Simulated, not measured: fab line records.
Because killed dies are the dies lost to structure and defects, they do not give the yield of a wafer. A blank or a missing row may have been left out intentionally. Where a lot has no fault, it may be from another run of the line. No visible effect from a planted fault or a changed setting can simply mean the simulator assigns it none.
Chamber matching + flow nand_harc + NHARC_A_M0_PRE_CLEAN_31 on pecvd-04: 3 sister chambers
The step time 12 s. 22 wafers are shown with their chamber, then 11 later ones without.

## WAFERS, EACH WITH ITS CHAMBER
| wafer  | chamber | heater_power_w (W) |
|--------|---------|--------------------|
| L077.2 | 2       | 524                |
| L077.4 | 2       | 519                |
| L077.6 | 1       | 521                |
| L077.1 | 1       | 529                |
| L077.3 | 0       | 727                |
| L077.5 | 0       | 754                |
| L079.1 | 0       | 672                |
| L079.2 | 1       | 514                |
| L079.5 | 2       | 576                |
| L082.1 | 2       | 494                |
| L082.3 | 1       | 460                |
| L082.5 | 0       | 641                |
| L082.2 | 0       | 658                |
| L082.4 | 2       | 508                |
| L082.6 | 1       | 476                |
| L086.2 | 1       | 529                |
| L086.3 | 2       | 541                |
| L086.6 | 2       | 534                |
| L089.1 | 0       | 644                |
| L089.3 | 2       | 475                |
| L089.4 | 0       | 621                |
| L087.1 | 1       | 502                |

SIGNATURES (averages over the wafers above)
| reading        | chamber 0 | chamber 1 | chamber 2 | scatter within a chamber |
|----------------|-----------|-----------|-----------|--------------------------|
| heater_power_w | 673.86    | 504.43    | 521.38    | 36.5                     |
Rule: for a wafer and a chamber, the distance is found by dividing, reading by reading, the gap between the wafer's reading and the chamber's mean by the reading's scatter, squaring, summing and taking the root. The wafer belongs to the nearest chamber; if the next one is less than 2 further off, it can't be placed. How the scatter is found: for the shown wafers, subtract from each reading the mean of its chamber, square and add these, divide the total by (wafers less chambers), then take the root.

## WAFERS MISSING THEIR CHAMBER
| wafer  | heater_power_w (W) |
|--------|--------------------|
| L087.5 | 481                |
| L087.6 | 646                |
| L088.4 | 693                |
| L088.5 | 516                |
| L088.6 | 488                |
| L094.1 | 524                |
| L094.3 | 650                |
| L094.6 | 524                |
| L094.2 | 456                |
| L094.4 | 453                |
| L094.5 | 644                |

## WHICH CHAMBER EACH ONE RAN IN
| wafer  | from the rows above     | in truth |
|--------|-------------------------|----------|
| L087.5 | can't be placed: 1 or 2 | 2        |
| L087.6 | 0                       | 0        |
| L088.4 | 0                       | 0        |
| L088.5 | can't be placed: 2 or 1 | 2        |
| L088.6 | can't be placed: 1 or 2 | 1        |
| L094.1 | can't be placed: 2 or 1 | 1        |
| L094.3 | 0                       | 0        |
| L094.6 | can't be placed: 2 or 1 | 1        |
| L094.2 | can't be placed: 1 or 2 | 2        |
| L094.4 | can't be placed: 1 or 2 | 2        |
| L094.5 | 0                       | 0        |
Placed correctly: 4 of 11. Not placeable from these rows: 7 (in 7, the candidates include the true chamber). Placed wrongly: 0.
